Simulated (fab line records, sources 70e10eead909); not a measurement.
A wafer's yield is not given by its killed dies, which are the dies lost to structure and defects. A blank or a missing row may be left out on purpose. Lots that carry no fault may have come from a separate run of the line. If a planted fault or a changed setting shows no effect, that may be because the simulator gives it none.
Which of the tools did it? ; flow nand harc ; 36 wafers from 12 lots sampled at 6 of the route's 1159 steps

WHAT THE GAUGES READ, wafer by wafer
NHARC_A_CONTACT_CD_MEAS_53. Usual: cd nm at 189.6 nm, with a standard deviation of 0.78.
lot;measured;on;cd nm (nm);flag
L525;day 16 10:36;cd sem-01;189.7 189.3 188.6;
L528;day 16 13:57;cd sem-02;189.5 190.6 189.6;
L527;day 16 21:55;cd sem-02;189.0 189.7 189.8;
L529;day 17 13:56;cd sem-01;190.3 190.2 190.4;
L531;day 17 17:45;cd sem-03;189.5 190.0 188.6;
L530;day 17 19:44;cd sem-01;190.3 190.7 190.4;
L540;day 20 10:03;cd sem-02;190.7 191.0 190.1;
L543;day 20 14:22;cd sem-01;190.2 189.3 189.4;
L541;day 20 21:06;cd sem-01;189.6 189.5 190.5;
L547;day 22 01:17;cd sem-01;188.7 189.2 190.3;
L546;day 22 01:44;cd sem-02;190.1 190.8 189.9;
L548;day 22 07:16;cd sem-03;187.8 187.2 186.9;

NHARC_A_CONTACT_CD_MEAS_69: target cd 200 nm. Usual: cd nm at 199.8 nm, with a standard deviation of 0.57.
lot;measured;on;cd nm (nm);flag
L525;day 16 14:10;cd sem-03;200.2 200.0 199.6;
L528;day 16 17:23;cd sem-01;200.0 199.6 200.1;
L527;day 17 01:19;cd sem-01;198.9 199.3 198.6;
L529;day 17 17:43;cd sem-02;200.2 200.4 200.3;
L531;day 17 21:10;cd sem-03;200.3 200.1 200.2;
L530;day 17 23:01;cd sem-01;200.8 200.4 200.6;
L540;day 20 13:47;cd sem-01;210.1 209.3 209.4;OFF
L543;day 20 18:07;cd sem-01;199.0 199.6 199.5;
L541;day 21 00:42;cd sem-01;206.0 205.6 205.9;OFF
L547;day 22 05:38;cd sem-01;200.7 201.0 200.9;
L546;day 22 06:29;cd sem-02;200.3 200.7 200.2;
L548;day 22 10:44;cd sem-02;199.7 199.4 199.6;

NHARC_END_SORT_01. Usual: killed at array 26, standard deviation 10; killed at other 0.5, standard deviation 0.87; killed at periphery 3.0, standard deviation 2.5; killed dies 29, standard deviation 11; killed open 3.3, standard deviation 1.9; killed short 1.8, standard deviation 1.5.
lot;measured;on;killed at array;killed at other;killed at periphery;killed dies;killed open;killed short;flag
L540;day 23 07:02;prober-01;20 27 31;1 1 0;3 3 1;24 31 32;3 1 3;3 2 3;
L543;day 23 13:57;prober-02;34 31 25;0 0 0;4 5 1;38 36 26;5 9 5;0 5 1;
L541;day 23 22:07;prober-01;30 30 28;0 1 0;0 0 2;30 31 30;3 4 2;3 2 2;
L547;day 24 22:22;prober-02;28 34 46;0 1 2;1 2 1;29 37 49;2 1 4;0 5 4;
L546;day 24 23:58;prober-01;21 27 18;1 1 2;6 9 5;28 37 25;3 4 0;3 1 3;

WHAT TOOL EACH LOT RAN ON (gives the tool, then ch and the chambers of the sampled wafers, and finally the start)
lot;NHARC_A_CONTACT_DEP_57;NHARC_A_CONTACT_EXPOSE_66;NHARC_A_CONTACT_ETCH_78
L525;acl dep-03 ch 0, day 16 11:40;arfi scanner-03 ch 0, day 16 14:01;rie diel-02 ch 0,2,3, no start
L528;acl dep-01 ch 0, day 16 15:11;arfi scanner-01 ch 0, day 16 17:14;rie diel-02 ch 1,3, no start
L527;acl dep-03 ch 0, day 16 22:54;arfi scanner-02 ch 0, day 17 01:11;rie diel-02 ch 1,2,3, no start
L529;acl dep-02 ch 0, day 17 15:38;arfi scanner-02 ch 0, day 17 17:34;rie diel-03 ch 0,1,2, no start
L531;acl dep-02 ch 0, day 17 18:43;arfi scanner-01 ch 0, day 17 21:02;rie diel-11 ch 0,1,2, no start
L530;acl dep-02 ch 0, day 17 20:58;arfi scanner-01 ch 0, day 17 22:52;rie diel-02 ch 2,3, no start
L540;acl dep-02 ch 0, day 20 11:21;arfi scanner-03 ch 0, day 20 13:38;rie diel-11 ch 0,3, day 23 07:02 or earlier
L543;acl dep-03 ch 0, day 20 15:38;arfi scanner-01 ch 0, day 20 17:58;rie diel-11 ch 0,1, day 23 13:57 or earlier
L541;acl dep-02 ch 0, day 20 22:22;arfi scanner-03 ch 0, day 21 00:34;rie diel-03 ch 0,1,3, day 23 22:07 or earlier
L547;acl dep-01 ch 0, day 22 03:11;arfi scanner-02 ch 0, day 22 05:30;rie diel-03 ch 1,2,3, day 24 22:22 or earlier
L546;acl dep-02 ch 0, day 22 04:35;arfi scanner-01 ch 0, day 22 06:22;rie diel-03 ch 0,3, day 24 23:58 or earlier
L548;acl dep-02 ch 0, day 22 08:14;arfi scanner-02 ch 0, day 22 10:35;rie diel-03 ch 1,2,3, no start
- NHARC_A_CONTACT_DEP_57: deposits aC, target thk 2800 nm.
- NHARC_A_CONTACT_EXPOSE_66: exposes mask A CC 2.
- NHARC_A_CONTACT_ETCH_78: etches the open film in O2/COS, target depth 2800 nm, time 728 s.

AS READ BY THE TOOLS THEMSELVES (means over the sampled wafers that have a number; for cases with no such wafer, the mark the record gives instead)
NHARC_A_CONTACT_DEP_57. Usual: throttle valve pct at 35.000 %, with a standard deviation of 0.0094.
lot;tool;throttle valve pct (%);flag
L525;acl dep-03;35.004;
L528;acl dep-01;35.002;
L527;acl dep-03;35.005;
L529;acl dep-02;34.999;
L531;acl dep-02;35.004;
L530;acl dep-02;34.993;
L540;acl dep-02;34.995;
L543;acl dep-03;35.006;
L541;acl dep-02;34.997;
L547;acl dep-01;35.003;
L546;acl dep-02;34.999;
L548;acl dep-02;35.002;

NHARC_A_CONTACT_EXPOSE_66. Usual: exposure dose mJ cm2 at 58.97, with a standard deviation of 0.06.
lot;tool;exposure dose mJ cm2;flag
L525;arfi scanner-03;58.94;
L528;arfi scanner-01;59.03;
L527;arfi scanner-02;58.93;
L529;arfi scanner-02;58.94;
L531;arfi scanner-01;59.04;
L530;arfi scanner-01;59.04;
L540;arfi scanner-03;71.71;OFF
L543;arfi scanner-01;58.99;
L541;arfi scanner-03;67.12;OFF
L547;arfi scanner-02;58.95;
L546;arfi scanner-01;59.01;
L548;arfi scanner-02;58.96;

NHARC_A_CONTACT_ETCH_78. Usual: drypump motor current A 5.6 A, standard deviation 0.57; oes product au 1.000 a.u., standard deviation 0.0091; rf vpp V 313.9 V, standard deviation 1.6; showerhead plenum p Torr 3.10 Torr, standard deviation 0.097; throttle valve pct 28.330 %, standard deviation 0.0093.
lot;tool;drypump motor current A (A);oes product au (a.u.);rf vpp V (V);showerhead plenum p Torr (Torr);throttle valve pct (%);flag
L525;rie diel-02;5.3;1.006;312.7;3.10;28.340;
L528;rie diel-02;5.6;1.001;312.9;3.04;28.328;
L527;rie diel-02;5.5;1.005;313.5;3.06;28.323;
L529;rie diel-03;5.4;0.999;316.0;3.23;28.323;
L531;rie diel-11;6.1;0.998;313.4;3.05;28.330;
L530;rie diel-02;5.6;0.998;313.2;3.03;28.333;
L540;rie diel-11;5.6;0.998;312.0;3.00;28.322;
L543;rie diel-11;6.2;0.986;314.3;3.08;28.336;
L541;rie diel-03;5.8;1.003;314.4;3.15;28.328;
L547;rie diel-03;5.8;1.002;314.6;3.16;28.328;
L546;rie diel-03;6.0;1.001;314.5;3.15;28.323;
L548;rie diel-03;5.8;1.014;314.4;3.15;28.325;

THE ANSWER, worked out from the rows above alone
Rule: a lot counts as off when the mean over its wafers that have a number is more than 3 standard deviations away from the usual mean. A lot without any number at a reading at which 4 lots or more have one is off too. All remaining lots with rows at the step are treated as sound. Order of review: gauges by route order, followed by the tools' own readings, for which a lot's mean as printed above is used. At the first step where some lot is off, the reading lying furthest off is the one used; lots without a number count as furthest.
Off at NHARC_A_CONTACT_CD_MEAS_69 (cd nm): L540, L541.
If a tool, at a process step before that reading, ran all the lots that are off and no sound lot after the first of them, it fits. The gauges at NHARC_A_CONTACT_CD_MEAS_69 aren't tried: what is off there is off at NHARC_A_CONTACT_EXPOSE_66 too, on other tools, and a gauge's error can't cause that. One candidate fits, namely arfi scanner-03 at NHARC_A_CONTACT_EXPOSE_66. Its last sound lot is L525 (day 16 14:01), its first lot that is off L540 (day 20 13:38): a fault that began between those two fits.
The tool's own readings at NHARC_A_CONTACT_EXPOSE_66 bear it out: on the lots that are off they differ by more than 5 times the standard deviation of the sound lots' means. exposure dose mJ cm2 reads 69.41 there against 58.98 on the sound lots.

WHAT THE SIMULATOR PUT IN
Process parameters drifting: arfi scanner-03 at NHARC_A_CONTACT_EXPOSE_66, beginning at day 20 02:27. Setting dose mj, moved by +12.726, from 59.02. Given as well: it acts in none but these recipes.
Lots struck among those shown: L540, L541. The rule above found the same.
